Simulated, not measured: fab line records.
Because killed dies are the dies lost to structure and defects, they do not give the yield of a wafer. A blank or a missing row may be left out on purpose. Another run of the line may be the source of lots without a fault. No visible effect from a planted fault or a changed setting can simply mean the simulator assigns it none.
fab line records	flow nand-harc
[record] lots = 12	wafers = 36	last-day = 34
route steps=1302 shown A_CONTACT@1004 THIN_TSV@1261 END@1302
lots that met no fault: taken from a fault-free run of the same line
start-h: hours from the record's first day to the start of the lot's first wafer shown	wait-h: time in hours since the lot's previous step	" as in the row above	L1.1+2: a single row standing in for several wafers	- no value, or no start given	* or withheld: withheld	< > ~ a bound
route shown NAME@n: NAME is a module with steps in the file, n the number in the route of the first one	usual: mean and standard deviation over wafers with no fault	same: alike in all rows	chamber/n: place in a boat	sites: each site's reading	_std_site: the values' standard deviation	_edge_site: outer sites' mean less inner sites'	radius-mm: how far each site lies from the wafer's centre	mask NAME#n: copy n	behind: tool/chamber where the wafer was last shaped	hold: what put the lot on hold/how long, in hours/how the hold closed	device: transistor that didn't switch, given as n, p or np	end of line: at the end of the route, the tests of the same wafers	a step with no rows: only its recipe	killed: dies lost to structure and defects at the first sort, not the wafer's yield	map: per-die view of a wafer (x killed, . not killed, _ where there is no die)
set.NAME: the run value of the setting; set.NAME@STEP: its run value at that earlier step	model.NAME: the simulator's own value behind a step, which no gauge read
one table for each step of the route and one row for each wafer, over a sample of lots
services: when a tool's chamber went out of use (start-h, in hours from the record's first day, below 0 if earlier), for how many hours, and the reason
[[steps]]
[step NHARC_A_CONTACT_ETCH_51]
[recipe] target-depth-a = 70000	over-etch-frac = 0.3	time-s = 1820	ion-energy-ev = 150	o2-flow-sccm = 400	cos-flow-sccm = 20	ar-flow-sccm = 0	rf-w = 500	bias-w = 300	chemistry = O2/COS
[usual] drypump-motor-current-A = 5.7/0.33	oes-product-au = 1.001/0.01	rf-vpp-V = 313.7/1.8	showerhead-plenum-p-Torr = 3.10/0.1	throttle-valve-pct = 28.329/0.0095
lot.wafer	tool	chamber	start-h	wait-h	drypump-motor-current-A	oes-product-au	rf-hours-counter-h	rf-vpp-V	showerhead-plenum-p-Torr	throttle-valve-pct
L689.1	rie-diel-02	3	485.76	-	5.3	1.000	23	315.0	3.22	28.338
L689.2	"	1	"	"	5.7	1.003	31	311.0	2.96	28.350
L689.5	"	0	"	"	6.1	1.009	-	316.1	3.30	28.341
L690.4	rie-diel-02	1	503.94	-	5.7	0.995	38	312.8	2.96	28.318
L690.6	"	1	"	"	5.7	0.993	-	311.3	2.96	28.323
L690.5	"	2	"	"	5.8	0.995	-	313.3	3.03	28.329
L691.3	rie-diel-03	1	513.95	-	5.6	1.006	7	315.1	3.05	28.323
L691.4	"	3	"	"	5.3	0.988	9	313.0	3.10	28.329
L691.6	"	1	"	"	5.6	0.999	-	313.6	3.05	28.331
L693.4	rie-diel-03	3	532.33	-	5.4	1.001	13	313.3	3.10	28.333
L693.6	"	0	"	"	5.4	0.995	-	313.0	3.10	28.330
L693.5	"	1	"	"	5.7	1.003	-	312.3	3.05	28.339
L694.1	rie-diel-03	1	541.86	-	5.6	1.001	15	313.8	3.05	28.319
L694.4	"	2	"	"	6.4	1.004	16	312.6	3.02	28.328
L694.5	"	0	"	"	5.4	0.998	-	313.3	3.10	28.326
L696.3	rie-diel-03	1	555.25	-	5.7	0.998	17	311.7	3.05	28.342
L696.2	"	3	"	"	5.3	0.990	18	313.4	3.10	28.328
L696.6	"	1	"	"	5.6	0.999	-	311.5	3.05	28.321
L699.2	rie-diel-03	0	584.66	-	5.4	1.000	22	313.2	3.09	28.334
L699.3	"	1	"	"	5.6	0.995	21	311.2	3.04	28.332
L699.4	"	2	"	"	6.3	0.998	23	312.5	3.01	28.318
L704.3	rie-diel-12	0	638.74	-	5.7	1.001	2	312.6	3.11	28.313
L704.2	"	1	"	"	5.8	1.024	2	312.9	3.13	28.312
L704.5	"	0	"	"	5.7	0.989	-	313.9	3.11	28.335
L707.1	rie-diel-02	1	663.81	-	5.7	1.009	28	310.4	2.94	28.318
L707.2	"	3	"	"	5.3	1.000	27	313.8	3.20	28.336
L707.3	"	0	"	"	6.1	0.994	24	315.8	3.27	28.330
L708.1	rie-diel-03	2	666.44	-	6.4	1.019	4	311.4	3.01	28.330
L708.4	"	3	"	"	5.3	0.991	4	312.7	3.09	28.331
L708.6	"	2	"	"	6.4	1.012	-	311.7	3.01	28.338
L711.4	rie-diel-12	2	718.48	-	5.7	0.991	32	313.1	3.15	28.331
L711.2	"	0	"	"	5.7	1.011	25	314.4	3.10	28.339
L711.6	"	1	"	"	5.9	1.001	-	313.8	3.11	28.315
L712.4	rie-diel-03	0	734.83	-	5.4	0.994	-	314.0	3.08	28.335
L712.6	"	1	"	"	5.7	0.987	-	312.1	3.03	28.333
L712.5	"	3	"	"	5.3	0.997	-	314.1	3.08	28.329
[step NHARC_THIN_TSV_DESCUM_14]
[recipe] time-s = 3	o2-flow-sccm = 200	ar-flow-sccm = 0	bias-power-w = 0	chemistry = O2
[usual] drypump-motor-current-A = 5.4/0.42	oes-product-au = 1.000/0.01	rf-vpp-V = 57.7/0.9	showerhead-plenum-p-Torr = 1.88/0.063	throttle-valve-pct = 11.312/0.0094
lot.wafer	tool	chamber	start-h	wait-h	drypump-motor-current-A	oes-product-au	rf-hours-counter-h	rf-vpp-V	showerhead-plenum-p-Torr	throttle-valve-pct
L689.2	rie-diel-11	1	542.43	-	5.4	1.004	5	56.7	1.93	11.311
L689.1	"	2	"	"	5.7	1.012	5	57.8	1.89	11.320
L689.5	"	0	"	"	5.1	0.990	-	57.1	1.86	11.319
L690.4	rie-diel-07	2	560.07	-	5.3	1.004	5	57.9	1.94	11.312
L690.6	"	1	"	"	4.6	0.995	-	58.5	1.78	11.325
L690.5	"	2	"	"	5.3	1.009	-	57.4	1.94	11.304
L691.3	rie-diel-11	0	567.27	-	5.0	0.985	6	58.3	1.86	11.307
L691.4	"	2	"	"	5.7	1.012	7	56.3	1.89	11.319
L691.6	"	0	"	"	5.1	0.987	-	56.8	1.86	11.315
L693.4	rie-diel-07	0	583.45	-	5.8	1.004	6	58.4	1.91	11.308
L693.6	"	2	"	"	5.4	1.014	-	58.3	1.93	11.307
L693.5	"	3	"	"	5.9	0.979	-	57.3	1.80	11.335
L696.3	rie-diel-10	2	616.66	-	6.1	1.020	0	57.0	1.96	11.311
L696.2	"	3	"	"	5.4	1.000	0	57.6	1.97	11.315
L696.6	"	3	"	"	5.4	1.000	-	58.8	1.97	11.302
L694.1	rie-diel-07	0	617.87	-	5.8	1.002	9	57.4	1.91	11.323
L694.4	"	2	"	"	5.4	1.011	9	56.9	1.93	11.306
L694.5	"	0	"	"	5.8	1.004	-	57.7	1.91	11.295
L699.3	rie-diel-07	0	642.85	-	5.8	1.000	11	59.3	1.91	11.309
L699.4	"	1	"	"	4.7	0.988	10	57.7	1.78	11.314
L699.2	"	2	"	"	5.3	1.010	10	58.0	1.93	11.308
L704.3	rie-diel-11	2	696.46	-	5.7	1.002	5	58.6	1.89	11.294
L704.2	"	0	"	"	5.0	0.985	4	58.1	1.86	11.297
L704.5	"	2	"	"	5.7	1.005	-	59.2	1.89	11.311
L707.2	rie-diel-11	2	721.95	-	5.7	1.004	6	59.7	1.89	11.317
L707.1	"	3	"	"	4.9	1.005	5	57.4	1.93	11.323
L707.3	"	1	"	"	5.4	0.999	6	57.8	1.92	11.316
L708.1	rie-diel-10	1	728.40	-	5.6	1.005	7	56.4	1.81	11.339
L708.4	"	2	"	"	6.1	1.003	6	57.5	1.96	11.301
L708.6	"	3	"	"	5.4	1.005	-	57.7	1.97	11.316
L711.2	rie-diel-11	2	775.96	-	5.7	1.007	9	58.3	1.89	11.326
L711.4	"	0	"	"	5.0	0.998	9	57.8	1.86	11.309
L711.6	"	3	"	"	4.9	1.013	-	57.6	1.93	11.313
L712.4	rie-diel-10	2	791.58	-	6.1	1.000	1	57.4	1.96	11.312
L712.6	"	2	"	"	6.0	1.006	-	59.2	1.96	11.318
L712.5	"	3	"	"	5.4	0.994	-	57.5	1.97	11.312
[step NHARC_THIN_TSV_ETCH_44]
[recipe] target-depth-a = 15942	time-s = 797.1	cf4-flow-sccm = 150	o2-flow-sccm = 10	ar-flow-sccm = 0	rf-w = 300	bias-w = 800	chemistry = CF4/O2
[usual] drypump-motor-current-A = 5.4/0.41	oes-product-au = 0.999/0.0099	rf-vpp-V = 792/3.5	showerhead-plenum-p-Torr = 1.80/0.056	throttle-valve-pct = 16.915/0.0091
lot.wafer	tool	chamber	start-h	wait-h	drypump-motor-current-A	oes-product-au	rf-hours-counter-h	rf-vpp-V	showerhead-plenum-p-Torr	throttle-valve-pct
L689.1	rie-diel-11	1	542.56	0.1	5.4	0.999	5	795	1.84	16.909
L689.2	"	3	"	"	4.9	0.991	5	795	1.85	16.924
L689.5	"	0	"	"	5.1	0.977	-	793	1.79	16.915
L690.4	rie-diel-07	2	560.32	0.2	5.4	1.011	5	795	1.85	16.896
L690.6	"	3	"	"	5.9	0.991	-	786	1.73	16.914
L690.5	"	0	"	"	5.8	0.995	-	796	1.83	16.930
L691.3	rie-diel-11	0	567.36	0.1	5.0	0.998	6	792	1.78	16.908
L691.4	"	2	"	"	5.7	1.005	7	793	1.81	16.927
L691.6	"	1	"	"	5.4	1.001	-	795	1.84	16.907
L693.4	rie-diel-07	3	583.63	0.2	5.9	0.981	7	788	1.73	16.902
L693.5	"	1	"	"	4.6	0.990	-	786	1.71	16.912
L693.6	"	2	"	"	5.3	1.010	-	794	1.85	16.908
L696.2	rie-diel-10	1	616.86	0.2	5.7	0.986	0	790	1.74	16.904
L696.3	"	2	"	"	6.1	1.006	0	797	1.87	16.912
L696.6	"	3	"	"	5.4	0.993	-	798	1.88	16.900
L694.1	rie-diel-07	2	618.06	0.2	5.3	1.013	9	798	1.85	16.906
L694.4	"	3	"	"	5.9	1.002	9	788	1.73	16.919
L694.5	"	1	"	"	4.7	1.002	-	786	1.71	16.918
L699.3	rie-diel-07	0	642.99	0.1	5.8	1.003	11	794	1.83	16.913
L699.2	"	1	"	"	4.6	0.992	11	787	1.71	16.923
L699.4	"	2	"	"	5.3	1.018	10	794	1.85	16.902
L704.3	rie-diel-11	0	696.60	0.1	5.0	0.991	5	792	1.78	16.904
L704.2	"	2	"	"	5.7	0.993	5	793	1.81	16.898
L704.5	"	0	"	"	5.0	1.003	-	791	1.78	16.908
L707.1	rie-diel-11	3	722.04	0.1	4.9	1.000	5	795	1.85	16.924
L707.3	"	0	"	"	5.0	0.983	6	792	1.78	16.926
L707.2	"	1	"	"	5.4	0.998	6	795	1.84	16.931
L708.1	rie-diel-10	3	728.47	0.1	5.4	0.989	8	798	1.88	16.908
L708.4	"	0	"	"	5.9	0.981	7	787	1.72	16.902
L708.6	"	3	"	"	5.4	0.990	-	796	1.88	16.917
L711.2	rie-diel-11	0	776.05	0.1	5.0	0.981	9	790	1.78	16.921
L711.4	"	2	"	"	5.7	1.007	9	792	1.81	16.926
L711.6	"	1	"	"	5.4	1.000	-	796	1.84	16.893
L712.4	rie-diel-10	0	791.72	0.1	6.0	0.996	1	788	1.72	16.909
L712.5	"	3	"	"	5.4	0.997	-	797	1.88	16.915
L712.6	"	0	"	"	6.0	0.997	-	788	1.72	16.913
[step NHARC_THIN_TSV_CD_MEAS_33]
[recipe] target-cd-nm = 5000	landing-energy-ev = 500
[usual] cd-nm = 5000.2/2.1
lot.wafer	tool	chamber	start-h	wait-h	cd-nm
L689.1	cd-sem-03	0	548.18	-	4999.2
L689.2	"	0	"	"	5000.9
L689.5	"	0	"	"	4997.6
L690.4	cd-sem-02	0	565.79	-	5001.6
L690.5	"	0	"	"	4997.7
L690.6	"	0	"	"	4998.1
L691.3	cd-sem-01	0	573.01	-	5002.1
L691.4	"	0	"	"	5003.5
L691.6	"	0	"	"	5000.4
L693.4	cd-sem-03	0	589.26	-	4996.2
L693.5	"	0	"	"	4993.9
L693.6	"	0	"	"	4999.7
L696.2	cd-sem-01	0	622.41	-	4996.7
L696.3	"	0	"	"	5001.3
L696.6	"	0	"	"	5000.5
L694.1	cd-sem-02	0	623.62	-	5000.6
L694.4	"	0	"	"	4997.4
L694.5	"	0	"	"	4998.3
L699.2	cd-sem-01	0	648.61	-	4999.8
L699.3	"	0	"	"	4999.4
L699.4	"	0	"	"	5003.2
L704.2	cd-sem-03	0	702.32	-	4999.2
L704.3	"	0	"	"	4999.6
L704.5	"	0	"	"	5001.3
L707.1	cd-sem-03	0	727.57	-	5005.1
L707.2	"	0	"	"	5000.4
L707.3	"	0	"	"	5002.0
L708.1	cd-sem-01	0	734.03	-	5001.0
L708.4	"	0	"	"	4998.4
L708.6	"	0	"	"	5002.2
L711.2	cd-sem-03	0	781.76	-	5001.2
L711.4	"	0	"	"	5001.6
L711.6	"	0	"	"	4998.1
L712.4	cd-sem-02	0	797.28	-	5000.4
L712.5	"	0	"	"	5001.2
L712.6	"	0	"	"	5003.0
[step NHARC_END_SORT_01]
[recipe] temp-c = 25
[usual] killed-at-array = 56/19	killed-at-other = 0.8/1.1	killed-at-periphery = 3.4/2.5	killed-dies = 60/19	killed-open = 2.9/1.7	killed-short = 2.4/1.6
[same] gross-dies = 677
lot.wafer	tool	chamber	start-h	wait-h	killed-at-array	killed-at-other	killed-at-periphery	killed-dies	killed-open	killed-short
L696.2	prober-02	0	632.47	2.8	66	1	9	76	3	1
L696.3	prober-02	0	633.27	3.1	134	2	8	144	4	3
L696.6	prober-02	0	635.69	4.0	128	1	2	131	3	2
L699.2	prober-01	0	659.93	2.9	76	0	3	79	2	0
L699.3	prober-01	0	660.73	3.1	126	0	1	127	0	5
L699.4	prober-01	0	661.53	3.4	56	0	2	58	3	0
// killed by level:class
L696.2 A_SLIT:chamber-film-flake=33 A_CHANNEL_HOLE_D2:chamber-film-flake=27 P_CONTACT:chamber-film-flake=5 A_CONTACT:chamber-film-flake=3 P_ZERO_WELL:chamber-film-flake=2 P_M0:geometric-particle:open=1 P_M0:geometric-particle:short=1 A_SGD_CUT:geometric-particle:open=1
L696.3 A_CONTACT:unspecified=60 A_SLIT:chamber-film-flake=36 A_CHANNEL_HOLE_D2:chamber-film-flake=26 P_CONTACT:chamber-film-flake=5 A_CHANNEL_HOLE_D1:chamber-film-flake=3 A_DECK1_JOINT:geometric-particle:short=2 THIN_TSV:chamber-film-flake=2 P_CONTACT:geometric-particle:open=1
L696.6 A_CONTACT:unspecified=61 A_CHANNEL_HOLE_D2:chamber-film-flake=31 A_SLIT:chamber-film-flake=27 A_DECK1_JOINT:chamber-film-flake=2 A_CHANNEL_FILL_D1:geometric-particle:short=1 A_CHANNEL_FILL_D1:geometric-particle:open=1 A_DECK1_JOINT:geometric-particle:short=1 A_DECK1_JOINT:geometric-particle:open=1
L699.2 A_SLIT:chamber-film-flake=40 A_CHANNEL_HOLE_D2:chamber-film-flake=18 A_CONTACT:chamber-film-flake=7 A_STAIRCASE:chamber-film-flake=3 A_WL_FILL:chamber-film-flake=3 P_STI:chamber-film-flake=2 A_DECK1_JOINT:chamber-film-flake=2 P_M0:geometric-particle:open=1
L699.3 A_CONTACT:unspecified=65 A_SLIT:chamber-film-flake=31 A_CHANNEL_HOLE_D2:chamber-film-flake=16 A_CONTACT:chamber-film-flake=5 A_CHANNEL_HOLE_D1:chamber-film-flake=3 P_STI:geometric-particle:short=1 A_CHANNEL_HOLE_D1:geometric-particle:short=1 A_CHANNEL_FILL_D2:geometric-particle:short=1
L699.4 A_SLIT:chamber-film-flake=32 A_CHANNEL_HOLE_D2:chamber-film-flake=11 A_STAIRCASE:chamber-film-flake=3 A_WL_FILL:chamber-film-flake=3 P_GATE:chamber-film-flake=2 A_ONON_D1:geometric-particle:open=1 A_CHANNEL_HOLE_D2:geometric-particle:open=1 A_CHANNEL_FILL_D2:geometric-particle:open=1
[[services]]
tool	chamber	start-h	hours	kind
rie-diel-07	-	483.18	9.0	pm
rie-diel-11	-	488.22	0.5	repair
rie-diel-11	0	503.24	7.1	repair
rie-diel-07	1	507.01	4.5	repair
rie-diel-11	1	507.42	3.0	repair
rie-diel-11	3	555.90	2.5	repair
rie-diel-11	3	568.45	1.3	repair
rie-diel-11	0	607.78	2.9	repair
rie-diel-11	-	609.73	9.0	pm
rie-diel-11	1	618.80	1.6	repair
rie-diel-03	2	622.41	1.5	repair
rie-diel-11	3	629.14	16.5	repair
rie-diel-03	-	635.32	9.0	pm
rie-diel-07	3	656.18	17.5	repair
rie-diel-07	-	660.18	9.0	pm
rie-diel-03	-	660.49	0.7	repair
rie-diel-03	0	698.57	9.7	repair
rie-diel-07	-	703.64	0.4	repair
rie-diel-03	2	712.15	28.9	repair
rie-diel-03	3	719.20	1.4	repair
rie-diel-03	1	737.83	9.3	repair
rie-diel-11	0	759.47	3.2	repair
rie-diel-11	-	777.83	1.5	repair
rie-diel-11	-	786.78	9.0	pm
[[key]]
[first-sign] step = NHARC_END_SORT_01	reading = killed-at-array	direction = up	sigmas = 3.9	usual = 56	struck = 129
[effect] step = NHARC_END_SORT_01	reading = killed-dies	direction = up	sigmas = 3.9	usual = 60	struck = 134
[more-kills-born-at] NHARC_A_CONTACT_ETCH_51@rie-diel-03 = 186
met-at NHARC_A_CONTACT_ETCH_51
struck-lots L696,L699
struck-wafers L696.3,L696.6,L699.3
tester-left-out L696,L699
not-acting-at NHARC_THIN_TSV_DESCUM_14,NHARC_THIN_TSV_ETCH_44,NHARC_THIN_TSV_CD_MEAS_33
onset-between 541.86 555.25
[fault] kind = chamber-particle-source	tool = rie-diel-03	chamber = 1	onset-h = 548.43	steps = NHARC_A_CONTACT_ETCH_51	rate-per-visit-cm2 = 0.97323	end-h = 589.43
// tester-left-out: of these lots the tester's yield and bins aren't shown, on N5 and GAA mostly nor the transistor test; their killed dies are dies lost to structure and defects alone, not to doping, threshold or leakage, so they don't give the yield
